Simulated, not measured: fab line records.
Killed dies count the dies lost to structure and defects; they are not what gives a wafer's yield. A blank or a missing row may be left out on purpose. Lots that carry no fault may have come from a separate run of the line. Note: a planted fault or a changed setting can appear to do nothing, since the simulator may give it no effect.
Chamber matching || flow n5Finfet || N5_BEOL_M3_ALD_84 on aldMetal-04 has 4 sister chambers
The step deposits TaN, pulse time 2 s, purge time 3 s, co reactant purge time 2 s. 8 wafers are shown with their chamber, then 8 later ones without.

== WAFERS, EACH WITH ITS CHAMBER ==
{"wafer": "L081.1", "chamber": 3, "heaterPowerW (W)": 331, "precursorVesselPressureTorr (Torr)": 26.24}
{"wafer": "L081.2", "chamber": 0, "heaterPowerW (W)": 428, "precursorVesselPressureTorr (Torr)": 26.25}
{"wafer": "L083.2", "chamber": 0, "heaterPowerW (W)": 426, "precursorVesselPressureTorr (Torr)": 26.22}
{"wafer": "L083.3", "chamber": 1, "heaterPowerW (W)": 408, "precursorVesselPressureTorr (Torr)": 26.27}
{"wafer": "L087.2", "chamber": 2, "heaterPowerW (W)": 397, "precursorVesselPressureTorr (Torr)": 26.21}
{"wafer": "L087.5", "chamber": 1, "heaterPowerW (W)": 405, "precursorVesselPressureTorr (Torr)": 26.28}
{"wafer": "L087.6", "chamber": 2, "heaterPowerW (W)": 411, "precursorVesselPressureTorr (Torr)": 26.16}
{"wafer": "L085.1", "chamber": 3, "heaterPowerW (W)": 328, "precursorVesselPressureTorr (Torr)": 26.21}

== WAFERS WHOSE CHAMBER IS MISSING ==
{"wafer": "L085.3", "heaterPowerW (W)": 444, "precursorVesselPressureTorr (Torr)": 26.23}
{"wafer": "L085.6", "heaterPowerW (W)": 398, "precursorVesselPressureTorr (Torr)": 26.28}
{"wafer": "L092.2", "heaterPowerW (W)": 400, "precursorVesselPressureTorr (Torr)": 26.27}
{"wafer": "L092.3", "heaterPowerW (W)": 407, "precursorVesselPressureTorr (Torr)": 26.30}
{"wafer": "L092.6", "heaterPowerW (W)": 410, "precursorVesselPressureTorr (Torr)": 26.33}
{"wafer": "L094.1", "heaterPowerW (W)": 335, "precursorVesselPressureTorr (Torr)": 26.19}
{"wafer": "L094.2", "heaterPowerW (W)": 390, "precursorVesselPressureTorr (Torr)": 26.26}
{"wafer": "L094.5", "heaterPowerW (W)": 332, "precursorVesselPressureTorr (Torr)": 26.28}

== WHICH CHAMBER EACH WENT THROUGH ==
{"wafer": "L085.3", "from the rows above": 0, "in truth": 0}
{"wafer": "L085.6", "from the rows above": 1, "in truth": 1}
{"wafer": "L092.2", "from the rows above": 1, "in truth": 1}
{"wafer": "L092.3", "from the rows above": 1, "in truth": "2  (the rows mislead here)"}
{"wafer": "L092.6", "from the rows above": 1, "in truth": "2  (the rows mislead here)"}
{"wafer": "L094.1", "from the rows above": 3, "in truth": 3}
{"wafer": "L094.2", "from the rows above": "can't be placed: 1 or 2", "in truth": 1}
{"wafer": "L094.5", "from the rows above": 3, "in truth": 3}
5 of 8 placed correctly. Not placeable from these rows: 1 (in 1, the candidates include the true chamber). 2 placed wrongly.
How it was worked out, from the rows above alone: a wafer's distance from a chamber is the root of the sum, over the readings, of the square of ((its reading less the chamber's mean) divided by the reading's scatter). The wafer belongs to the nearest chamber; if the next one is less than 2 further off, it can't be placed. The mean given for a chamber averages the wafers shown for that chamber. The scatter: the root of (the sum of the squares of (reading less its chamber's mean) over the shown wafers, divided by (wafers less chambers)).
